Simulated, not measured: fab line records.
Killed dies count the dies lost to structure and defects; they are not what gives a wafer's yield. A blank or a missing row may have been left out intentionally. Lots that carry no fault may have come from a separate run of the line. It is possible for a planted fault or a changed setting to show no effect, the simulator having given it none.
Struck lot and sound lot, side by side || flow nand harc || 39 out of 1302 route steps
Sound: the wafers L803.2, L803.3, L803.5. Wafers L795.3, L795.4, L795.6 were the ones struck. The cause is named last.
For every step that has rows: the tool of each side, followed by ch and its chambers, followed by its first start. Under that, the readings that differ: sound wafers || struck wafers || difference of the means || sigmas: that difference in standard deviations of wafers without a fault.
alike: readings with means less than 2 such deviations apart, plus words and numbers identical on both sides. not compared: withheld readings, readings lacking a value on some wafer, bounds such as >300 that could conceal the same value, and numbers that have no deviation in the record and whose values overlap.
A row with sigmas, a row that says differs or no value, or rows on one side alone: a step with any of these is where the two part. Numbers that don't overlap but have no deviation are shown without sigmas and don't part them. A reading missing from all wafers of one side parts the sides only when that side holds two or more wafers.

NHARC_A_BONDPAD_CD_MEAS_09: the cd target is 500 nm.
  sound on cd sem-02 ch 0, day 28 08:36; struck on cd sem-03 ch 0, day 25 07:38
  alike: cd nm
NHARC_A_BONDPAD_OVL_MEAS_35:
  sound on overlay-01 at day 28 08:41; struck on overlay-01 at day 25 07:43
  alike: overlay x nm, overlay y nm
then, 3 steps without rows for these wafers: NHARC_A_BONDPAD_HARDBAKE_10 (time 65 s); NHARC_A_BONDPAD_DESCUM_11 (chemistry O2, time 3 s); NHARC_A_BONDPAD_ETCH_34 (etches the open film in N2/H2, target depth 60 nm, overetch 18 nm, time 65.91 s).
NHARC_A_BONDPAD_ETCH_12: etches the open film in CHF3/O2, target depth 220 nm, time 110 s.
  sound: rie diel-06 ch 0,1; struck: rie diel-06 ch 0,3
  alike: drypump motor current A, oes product au, rf vpp V, showerhead plenum p Torr, throttle valve pct
  not compared: rf hours counter h
NHARC_A_BONDPAD_CD_MEAS_13:
  sound on cd sem-01 at day 28 09:08; struck on cd sem-03 at day 25 08:10
  alike: cd nm
then, 1 step without rows for these wafers: NHARC_A_BONDPAD_STRIP_15 (strips in O2).
NHARC_A_BONDPAD_ETCH_24: etches the open film in CF4/N2, target depth 30 nm, time 72.99 s.
  sound: rie diel-06 ch 2,3; struck: rie diel-06 ch 0,1,3
  alike: drypump motor current A, oes product au, rf vpp V, showerhead plenum p Torr, throttle valve pct
  not compared: rf hours counter h
then, 2 steps without rows for these wafers: NHARC_A_BONDPAD_STRIP_16 (strips in post etch residue remover, time 600 s); NHARC_A_BONDPAD_DEGAS_25 (time 60 s).
NHARC_A_BONDPAD_PRE_CLEAN_26: time 30 s.
  sound on pvd sputter-03; struck on pvd sputter-03
  alike: heater power w
NHARC_A_BONDPAD_PVD_17: deposits TaN, target thk 5 nm, time 8.06 s.
  sound on pvd sputter-03 at day 28 09:52; struck on pvd sputter-03 at day 25 09:01
  alike: throttle valve pct
then, 4 steps without rows for these wafers: NHARC_A_BONDPAD_PVD_27 (deposits Cu, target thk 30 nm, time 20.49 s); NHARC_A_BONDPAD_ECD_18 (material Cu, target thk 400 nm); NHARC_A_BONDPAD_ANNEAL_28 (time 90 s); NHARC_A_BONDPAD_CMP_19 (polishes, t overpolish 30 s, cu recess touch 16 s, target thk 169.82 nm).
NHARC_A_BONDPAD_THK_MEAS_20: measures by xrf.
  sound on film metro-02 at day 28 11:09; struck on film metro-01 at day 25 10:18
  alike: thk nm
then, 1 step without rows for these wafers: NHARC_A_BONDPAD_SRD_21 (time 30 s, dry time 20 s).
NHARC_HYBRID_BOND_ACTIVATE_00: chemistry N2, time 60 s.
  sound on rie diel-05 ch 0,1,2, day 28 11:27; struck on rie diel-08 ch 0,1,3, day 25 10:36
  alike: drypump motor current A, oes product au, rf vpp V, showerhead plenum p Torr
  not compared: rf hours counter h
then, 4 steps without rows for these wafers: NHARC_HYBRID_BOND_PRECLEAN_01 (cleans in DIW, time 300 s); NHARC_HYBRID_BOND_SRD_02 (time 30 s, dry time 20 s); NHARC_HYBRID_BOND_BOND_03; NHARC_HYBRID_BOND_ANNEAL_04 (time 7200 s).
NHARC_HYBRID_BOND_OVL_MEAS_05:
  sound on overlay-02 at day 28 18:12; struck on overlay-01 at day 25 19:39
  alike: overlay x nm, overlay y nm
then, 2 steps without rows for these wafers: NHARC_THIN_TSV_GRIND_00; NHARC_THIN_TSV_CMP_01 (polishes).
NHARC_THIN_TSV_THK_MEAS_02: measures by ir.
  sound on film metro-01 at day 28 19:53; struck on film metro-02 at day 25 21:21
  alike: thk nm
then, 3 steps without rows for these wafers: NHARC_THIN_TSV_SRD_03; NHARC_THIN_TSV_PRECLEAN_41 (cleans in SC1); NHARC_THIN_TSV_SRD_42.
NHARC_THIN_TSV_DEP_43: deposits SiO2, target thk 1328.5 nm.
  sound on pecvd-03 ch 0,1,2, day 28 20:08; struck on pecvd-04 ch 0,1, day 25 21:34
  alike: throttle valve pct
  not compared: since wet clean h
then, 6 steps without rows for these wafers: NHARC_THIN_TSV_DEHYDRATE_04 (time 120 s); NHARC_THIN_TSV_HMDS_05 (time 30 s); NHARC_THIN_TSV_COAT_06; NHARC_THIN_TSV_SOFTBAKE_07 (time 95 s); NHARC_THIN_TSV_EBR_08; NHARC_THIN_TSV_EXPOSE_09 (exposes mask TSV).
NHARC_END_SORT_01:
  here the record holds rows for the struck wafers (prober-02 ch 0, day 26 15:12) but none for the sound ones

== WHERE THEY PART ==
Only at NHARC_END_SORT_01, as far as this record shows.

WHY: whatever the simulator had introduced
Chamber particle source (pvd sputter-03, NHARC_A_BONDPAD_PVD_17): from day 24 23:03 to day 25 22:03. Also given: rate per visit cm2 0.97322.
